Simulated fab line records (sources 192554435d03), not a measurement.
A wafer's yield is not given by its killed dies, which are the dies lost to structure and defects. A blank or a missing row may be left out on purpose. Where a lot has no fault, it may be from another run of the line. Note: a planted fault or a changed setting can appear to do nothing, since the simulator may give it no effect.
Split-lot experiment || flow n5Finfet || 21 wafers read across 7 lots, on a route 1938 steps long

== THE SPLIT ==
At N5_MOL_CONTACT_COAG_COAT_64 (time 60 s, resist thk 10 nm), the setting spinRpm was moved away from the recipe's 1500 rpm on 8 of the 21 wafers read, by -6.7% to +7.1%. The other wafers ran this setting at the recipe's value.

== FROM THE SPLIT TO THE READING: what the file shows between them, 3 steps ==
- N5_MOL_CONTACT_COAG_COAT_34: resist thk 40 nm
- N5_MOL_CONTACT_COAG_EBR_36
- N5_MOL_CONTACT_COAG_DESCUM_45: chemistry O2, time 7 s

== THE READING ==
etch.depthNm (the simulator's own value, which no gauge read), in nm, at N5_MOL_CONTACT_COAG_ETCH_65 (etches underlayer in N2/H2, target depth 13 nm, time 10.4 s). The file does not state a usual value for it. Average 9.998 nm, standard deviation 0.021 nm, over the 13 wafers here run with the recipe.

{"wafer": "L076.1", "tool, chamber at the split": "lithoTrack-05, 0", "spinRpm as run, rpm": 1500, "against the recipe": "recipe", "etch.depthNm, nm": 9.994, "against lot-mates on the recipe": "-"}
{"wafer": "L076.2", "tool, chamber at the split": "lithoTrack-05, 0", "spinRpm as run, rpm": 1500, "against the recipe": "recipe", "etch.depthNm, nm": 10, "against lot-mates on the recipe": "-"}
{"wafer": "L076.4", "tool, chamber at the split": "lithoTrack-05, 0", "spinRpm as run, rpm": 1500, "against the recipe": "recipe", "etch.depthNm, nm": 10, "against lot-mates on the recipe": "-"}
{"wafer": "L082.1", "tool, chamber at the split": "lithoTrack-05, 0", "spinRpm as run, rpm": 1500, "against the recipe": "recipe", "etch.depthNm, nm": 9.979, "against lot-mates on the recipe": "-"}
{"wafer": "L082.2", "tool, chamber at the split": "lithoTrack-05, 0", "spinRpm as run, rpm": 1607, "against the recipe": "+7.1%", "etch.depthNm, nm": 9.677, "against lot-mates on the recipe": -0.302}
{"wafer": "L082.6", "tool, chamber at the split": "lithoTrack-05, 0", "spinRpm as run, rpm": 1607, "against the recipe": "+7.1%", "etch.depthNm, nm": 9.66, "against lot-mates on the recipe": -0.319}
{"wafer": "L089.2", "tool, chamber at the split": "lithoTrack-05, 0", "spinRpm as run, rpm": 1428, "against the recipe": "-4.8%", "etch.depthNm, nm": 10.21, "against lot-mates on the recipe": "+0.235"}
{"wafer": "L089.3", "tool, chamber at the split": "lithoTrack-05, 0", "spinRpm as run, rpm": 1500, "against the recipe": "recipe", "etch.depthNm, nm": 9.975, "against lot-mates on the recipe": "-"}
{"wafer": "L089.6", "tool, chamber at the split": "lithoTrack-05, 0", "spinRpm as run, rpm": 1428, "against the recipe": "-4.8%", "etch.depthNm, nm": 10.24, "against lot-mates on the recipe": "+0.265"}
{"wafer": "L093.4", "tool, chamber at the split": "lithoTrack-05, 0", "spinRpm as run, rpm": 1400, "against the recipe": "-6.7%", "etch.depthNm, nm": 10.29, "against lot-mates on the recipe": "+0.327"}
{"wafer": "L093.5", "tool, chamber at the split": "lithoTrack-05, 0", "spinRpm as run, rpm": 1400, "against the recipe": "-6.7%", "etch.depthNm, nm": 10.26, "against lot-mates on the recipe": "+0.297"}
{"wafer": "L093.6", "tool, chamber at the split": "lithoTrack-05, 0", "spinRpm as run, rpm": 1500, "against the recipe": "recipe", "etch.depthNm, nm": 9.963, "against lot-mates on the recipe": "-"}
{"wafer": "L094.1", "tool, chamber at the split": "lithoTrack-05, 0", "spinRpm as run, rpm": 1500, "against the recipe": "recipe", "etch.depthNm, nm": 9.987, "against lot-mates on the recipe": "-"}
{"wafer": "L094.5", "tool, chamber at the split": "lithoTrack-05, 0", "spinRpm as run, rpm": 1422, "against the recipe": "-5.2%", "etch.depthNm, nm": 10.26, "against lot-mates on the recipe": "+0.273"}
{"wafer": "L094.6", "tool, chamber at the split": "lithoTrack-05, 0", "spinRpm as run, rpm": 1422, "against the recipe": "-5.2%", "etch.depthNm, nm": 10.27, "against lot-mates on the recipe": "+0.283"}
{"wafer": "L092.1", "tool, chamber at the split": "lithoTrack-01, 0", "spinRpm as run, rpm": 1500, "against the recipe": "recipe", "etch.depthNm, nm": 9.999, "against lot-mates on the recipe": "-"}
{"wafer": "L092.4", "tool, chamber at the split": "lithoTrack-01, 0", "spinRpm as run, rpm": 1500, "against the recipe": "recipe", "etch.depthNm, nm": 10.05, "against lot-mates on the recipe": "-"}
{"wafer": "L092.5", "tool, chamber at the split": "lithoTrack-01, 0", "spinRpm as run, rpm": 1500, "against the recipe": "recipe", "etch.depthNm, nm": 10.02, "against lot-mates on the recipe": "-"}
{"wafer": "L096.1", "tool, chamber at the split": "lithoTrack-05, 0", "spinRpm as run, rpm": 1500, "against the recipe": "recipe", "etch.depthNm, nm": 10.01, "against lot-mates on the recipe": "-"}
{"wafer": "L096.2", "tool, chamber at the split": "lithoTrack-05, 0", "spinRpm as run, rpm": 1500, "against the recipe": "recipe", "etch.depthNm, nm": 10.01, "against lot-mates on the recipe": "-"}
{"wafer": "L096.6", "tool, chamber at the split": "lithoTrack-05, 0", "spinRpm as run, rpm": 1500, "against the recipe": "recipe", "etch.depthNm, nm": 9.992, "against lot-mates on the recipe": "-"}

THE FIT
A straight line over all 21 wafers: etch.depthNm changes by -0.0459 nm for each +1% of spinRpm; r = -0.99; the points scatter about the line by 0.023 nm.
The same after taking each lot's own level away (the mean of its wafers on the recipe; 21 wafers): -0.0472 nm for each +1%; r = -1.00; scatter 0.018 nm.
The reading moves by 0.34 nm for the largest change in spinRpm, on that fit.
Measured against the standard deviation above, the lots' own levels, which go from 9.9630 to 10.0230 nm, span 2.8 times it.
Hence the lot-to-lot level has little effect on the slope; both slopes agree.
Check: -0.34 nm against its lot-mates is what the line predicts for one of the wafers moved furthest among these (+7.1%) when that wafer is left out of the fit. It came out at -0.302 nm against them.

== OTHER SPLITS ON THESE WAFERS ==
Note: prior to the reading, these wafers also went through further splits. Each is held against what the fit with the lots' levels taken away leaves over:
{"other split on the same wafers": "N5_SDB_STRIP_22 powerW", "wafers away from the commonest value": 10, "r with etch.depthNm (lot level and that fit taken away)": -0.15}
{"other split on the same wafers": "N5_SDB_CUT_ETCH_26 icpW", "wafers away from the commonest value": 9, "r with etch.depthNm (lot level and that fit taken away)": -0.54}
{"other split on the same wafers": "N5_HKMG_FIN_ETCH_35 timeS", "wafers away from the commonest value": 7, "r with etch.depthNm (lot level and that fit taken away)": "+0.03"}
{"other split on the same wafers": "N5_MOL_CONTACT_COAG_COAT_103 spinRpm", "wafers away from the commonest value": 7, "r with etch.depthNm (lot level and that fit taken away)": -0.43}
{"other split on the same wafers": "N5_MOL_CONTACT_COAG_COAT_58 spinRpm", "wafers away from the commonest value": 5, "r with etch.depthNm (lot level and that fit taken away)": -0.28}
{"other split on the same wafers": "N5_MOL_CONTACT_COAG_EXPOSE_05 doseMj", "wafers away from the commonest value": 10, "r with etch.depthNm (lot level and that fit taken away)": "+0.32"}
{"other split on the same wafers": "N5_MOL_CONTACT_COAG_CONTACT_ETCH_14 sourceW", "wafers away from the commonest value": 6, "r with etch.depthNm (lot level and that fit taken away)": "+0.26"}
{"other split on the same wafers": "N5_MOL_CONTACT_COAG_VIA_ETCH_46 biasW", "wafers away from the commonest value": 11, "r with etch.depthNm (lot level and that fit taken away)": -0.02}

== THE WHOLE CHAIN: every reading that the file lists as answering this split, in the file's order ==
{"step": "N5_MOL_CONTACT_COAG_COAT_64", "what it does": "time 60 s, resist thk 10 nm", "reading": "underlayer_of_MOL_CONTACT_COAG_COAT_64.thkNm (the simulator's own value, which no gauge read)", "change (the file's fit)": "-0.0425 nm for each +1% of the setting", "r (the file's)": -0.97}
{"step": "N5_MOL_CONTACT_COAG_ETCH_65", "what it does": "etches underlayer in N2/H2, target depth 13 nm, time 10.4 s", "reading": "etch.depthNm (the simulator's own value, which no gauge read)", "change (the file's fit)": "-0.0475 nm for each +1% of the setting", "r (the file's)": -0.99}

== FILE'S OWN FIT ==
etch.depthNm changes by -0.0475 nm for each +1% of spinRpm, r = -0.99.
